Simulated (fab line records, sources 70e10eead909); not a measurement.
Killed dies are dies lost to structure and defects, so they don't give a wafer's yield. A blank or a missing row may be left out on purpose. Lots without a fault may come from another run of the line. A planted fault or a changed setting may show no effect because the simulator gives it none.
Chamber matching | flow nand_harc | NHARC_P_M0_DEP_32 on pecvd-04: 3 sister chambers
The step deposits SiCN, target thk 30 nm. 14 wafers are shown with their chamber, then 7 later ones without.

WAFERS WITH THEIR CHAMBER
wafer  | chamber | heater_power_w (W) | heater_power_outer_w (W) | showerhead_vpp_V (V)
L076.3 | 2       | 718                | 399                      | 1254
L076.5 | 1       | 521                | 295                      | 1306
L076.6 | 2       | 727                | 411                      | 1270
L079.1 | 2       | 663                | 365                      | 1286
L079.4 | 1       | 466                | 259                      | 1332
L079.6 | 2       | 688                | 382                      | 1263
L082.1 | 2       | 704                | 412                      | 1290
L082.3 | 0       | 597                | 303                      | 1290
L082.6 | 0       | 598                | 306                      | 1314
L087.4 | 1       | 491                | 275                      | 1324
L087.5 | 2       | 615                | 348                      | 1275
L087.6 | 0       | 663                | 352                      | 1299
L089.1 | 2       | 734                | 414                      | 1295
L089.2 | 1       | 509                | 294                      | 1331

SIGNATURES (means of the wafers above)
reading              | chamber 0 | chamber 1 | chamber 2 | scatter within a chamber
heater_power_w       | 619.33    | 496.75    | 692.71    | 37.1
heater_power_outer_w | 320.33    | 280.75    | 390.14    | 24.2
showerhead_vpp_V     | 1301.00   | 1323.25   | 1276.14   | 13.7
Rule: a wafer's distance from a chamber is the root of the sum, over the readings, of the square of ((its reading less the chamber's mean) divided by the reading's scatter). The wafer belongs to the nearest chamber; if the next one is less than 2 further off, it can't be placed. The scatter: the root of (the sum of the squares of (reading less its chamber's mean) over the shown wafers, divided by (wafers less chambers)).

WAFERS WITHOUT THEIR CHAMBER
wafer  | heater_power_w (W) | heater_power_outer_w (W) | showerhead_vpp_V (V)
L089.3 | 573                | 291                      | 1291
L095.1 | 558                | 314                      | 1334
L095.2 | 710                | 401                      | 1262
L095.5 | 702                | 413                      | 1245
L097.1 | 697                | 413                      | 1283
L097.3 | 613                | 341                      | 1335
L097.6 | 695                | 394                      | 1285

WHICH CHAMBER EACH WENT THROUGH
wafer  | from the rows above     | in truth
L089.3 | can't be placed: 0 or 1 | 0
L095.1 | can't be placed: 1 or 0 | 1
L095.2 | 2                       | 2
L095.5 | 2                       | 2
L097.1 | 2                       | 2
L097.3 | can't be placed: 0 or 1 | 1
L097.6 | 2                       | 2
Placed correctly: 4 of 7. Can't be placed from these rows: 3 (the true chamber is among the candidates in 3). Placed wrongly: 0.
